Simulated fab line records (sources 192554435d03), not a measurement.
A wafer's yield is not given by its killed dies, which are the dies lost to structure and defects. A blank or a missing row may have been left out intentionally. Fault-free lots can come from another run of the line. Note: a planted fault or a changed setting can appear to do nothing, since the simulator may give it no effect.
Split-lot study / flow n5-finfet / 7 lots, 21 wafers read, on a route of 1938 steps

== ABOUT THE SPLIT ==
At N5_SD_EPI_N_COAT_32 (time 60 s, resist thk 350 nm), the setting spin-rpm was moved away from the recipe's 1500 rpm on 10 of the 21 wafers read, by -10.4% to +9.1%. All remaining wafers had this setting at the recipe value.

The reading is taken at the split's own step.

== THE READING ==
SOC_of_SD_EPI_N_COAT_32.thk-nm (the simulator's own value, which no gauge read), in nm, at N5_SD_EPI_N_COAT_32 (time 60 s, resist thk 350 nm). The file does not state a usual value for it. Here, 11 wafers ran the recipe; their average is 349.9 nm with a standard deviation of 0.96 nm.

wafer=L074.1; tool, chamber at the split=litho-track-03, 0; spin-rpm as run, rpm=1636; against the recipe=+9.1%; SOC_of_SD_EPI_N_COAT_32.thk-nm, nm=334.2; against lot-mates on the recipe=-14.8
wafer=L074.3; tool, chamber at the split=litho-track-03, 0; spin-rpm as run, rpm=1636; against the recipe=+9.1%; SOC_of_SD_EPI_N_COAT_32.thk-nm, nm=334.4; against lot-mates on the recipe=-14.6
wafer=L074.5; tool, chamber at the split=litho-track-03, 0; spin-rpm as run, rpm=1500; against the recipe=recipe; SOC_of_SD_EPI_N_COAT_32.thk-nm, nm=349; against lot-mates on the recipe=-
wafer=L077.1; tool, chamber at the split=litho-track-02, 0; spin-rpm as run, rpm=1344; against the recipe=-10.4%; SOC_of_SD_EPI_N_COAT_32.thk-nm, nm=368.8; against lot-mates on the recipe=+20.4
wafer=L077.3; tool, chamber at the split=litho-track-02, 0; spin-rpm as run, rpm=1344; against the recipe=-10.4%; SOC_of_SD_EPI_N_COAT_32.thk-nm, nm=368.6; against lot-mates on the recipe=+20.2
wafer=L077.6; tool, chamber at the split=litho-track-02, 0; spin-rpm as run, rpm=1500; against the recipe=recipe; SOC_of_SD_EPI_N_COAT_32.thk-nm, nm=348.4; against lot-mates on the recipe=-
wafer=L079.1; tool, chamber at the split=litho-track-02, 0; spin-rpm as run, rpm=1500; against the recipe=recipe; SOC_of_SD_EPI_N_COAT_32.thk-nm, nm=349.8; against lot-mates on the recipe=-
wafer=L079.3; tool, chamber at the split=litho-track-02, 0; spin-rpm as run, rpm=1500; against the recipe=recipe; SOC_of_SD_EPI_N_COAT_32.thk-nm, nm=350.2; against lot-mates on the recipe=-
wafer=L079.6; tool, chamber at the split=litho-track-02, 0; spin-rpm as run, rpm=1500; against the recipe=recipe; SOC_of_SD_EPI_N_COAT_32.thk-nm, nm=349; against lot-mates on the recipe=-
wafer=L083.1; tool, chamber at the split=litho-track-03, 0; spin-rpm as run, rpm=1593; against the recipe=+6.2%; SOC_of_SD_EPI_N_COAT_32.thk-nm, nm=340.6; against lot-mates on the recipe=-11.2
wafer=L083.5; tool, chamber at the split=litho-track-03, 0; spin-rpm as run, rpm=1593; against the recipe=+6.2%; SOC_of_SD_EPI_N_COAT_32.thk-nm, nm=340.4; against lot-mates on the recipe=-11.4
wafer=L083.6; tool, chamber at the split=litho-track-03, 0; spin-rpm as run, rpm=1500; against the recipe=recipe; SOC_of_SD_EPI_N_COAT_32.thk-nm, nm=351.8; against lot-mates on the recipe=-
wafer=L086.1; tool, chamber at the split=litho-track-02, 0; spin-rpm as run, rpm=1500; against the recipe=recipe; SOC_of_SD_EPI_N_COAT_32.thk-nm, nm=349; against lot-mates on the recipe=-
wafer=L086.2; tool, chamber at the split=litho-track-02, 0; spin-rpm as run, rpm=1548; against the recipe=+3.2%; SOC_of_SD_EPI_N_COAT_32.thk-nm, nm=343.4; against lot-mates on the recipe=-5.6
wafer=L086.3; tool, chamber at the split=litho-track-02, 0; spin-rpm as run, rpm=1548; against the recipe=+3.2%; SOC_of_SD_EPI_N_COAT_32.thk-nm, nm=344; against lot-mates on the recipe=-5.0
wafer=L087.1; tool, chamber at the split=litho-track-05, 0; spin-rpm as run, rpm=1420; against the recipe=-5.3%; SOC_of_SD_EPI_N_COAT_32.thk-nm, nm=360.2; against lot-mates on the recipe=+9.4
wafer=L087.5; tool, chamber at the split=litho-track-05, 0; spin-rpm as run, rpm=1500; against the recipe=recipe; SOC_of_SD_EPI_N_COAT_32.thk-nm, nm=350.6; against lot-mates on the recipe=-
wafer=L087.6; tool, chamber at the split=litho-track-05, 0; spin-rpm as run, rpm=1500; against the recipe=recipe; SOC_of_SD_EPI_N_COAT_32.thk-nm, nm=351; against lot-mates on the recipe=-
wafer=L095.1; tool, chamber at the split=litho-track-05, 0; spin-rpm as run, rpm=1407; against the recipe=-6.2%; SOC_of_SD_EPI_N_COAT_32.thk-nm, nm=361.6; against lot-mates on the recipe=+11.6
wafer=L095.3; tool, chamber at the split=litho-track-05, 0; spin-rpm as run, rpm=1500; against the recipe=recipe; SOC_of_SD_EPI_N_COAT_32.thk-nm, nm=350.2; against lot-mates on the recipe=-
wafer=L095.4; tool, chamber at the split=litho-track-05, 0; spin-rpm as run, rpm=1500; against the recipe=recipe; SOC_of_SD_EPI_N_COAT_32.thk-nm, nm=349.8; against lot-mates on the recipe=-

THE FIT
A straight line over all 21 wafers: SOC_of_SD_EPI_N_COAT_32.thk-nm changes by -1.76 nm for each +1% of spin-rpm; r = -1.00; the points scatter about the line by 0.93 nm.
The same after taking each lot's own level away (the mean of its wafers on the recipe; 21 wafers): -1.81 nm for each +1%; r = -1.00; scatter 0.71 nm.
The reading moves by 19 nm for the largest change in spin-rpm, on that fit.
The span of the lots' own levels, 348.40 to 351.80 nm, comes to 3.5 times the standard deviation stated above.
The two slopes agree, so the slope changes little with the lot-to-lot level.
Check: for one of the wafers moved furthest among these (-10.4%), held out of the fit, the line's prediction against its lot-mates is +18.8 nm. Against them it came out at +20.4 nm.

== FURTHER SPLITS ON THESE WAFERS ==
These wafers also went through other splits before the reading. Each is held against what the fit with the lots' levels taken away leaves over:
other split on the same wafers=N5_FIN_SAQP_PECVD_06 time-s; wafers away from the commonest value=9; r with SOC_of_SD_EPI_N_COAT_32.thk-nm (lot level and that fit taken away)=+0.29
other split on the same wafers=N5_FIN_SAQP_PEB_14 peb-time-s; wafers away from the commonest value=4; r with SOC_of_SD_EPI_N_COAT_32.thk-nm (lot level and that fit taken away)=-0.22
other split on the same wafers=N5_FIN_CUT_COAT_19 spin-rpm; wafers away from the commonest value=9; r with SOC_of_SD_EPI_N_COAT_32.thk-nm (lot level and that fit taken away)=+0.04
other split on the same wafers=N5_FIN_CUT_EXPOSE_05 dose-mj; wafers away from the commonest value=5; r with SOC_of_SD_EPI_N_COAT_32.thk-nm (lot level and that fit taken away)=-0.36
other split on the same wafers=N5_DUMMY_GATE_COAT_34 spin-rpm; wafers away from the commonest value=5; r with SOC_of_SD_EPI_N_COAT_32.thk-nm (lot level and that fit taken away)=+0.14
other split on the same wafers=N5_DUMMY_GATE_EXPOSE_12 dose-mj; wafers away from the commonest value=8; r with SOC_of_SD_EPI_N_COAT_32.thk-nm (lot level and that fit taken away)=-0.06

== THE FILE'S OWN FIT ==
SOC_of_SD_EPI_N_COAT_32.thk-nm changes by -1.81 nm for each +1% of spin-rpm, r = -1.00.
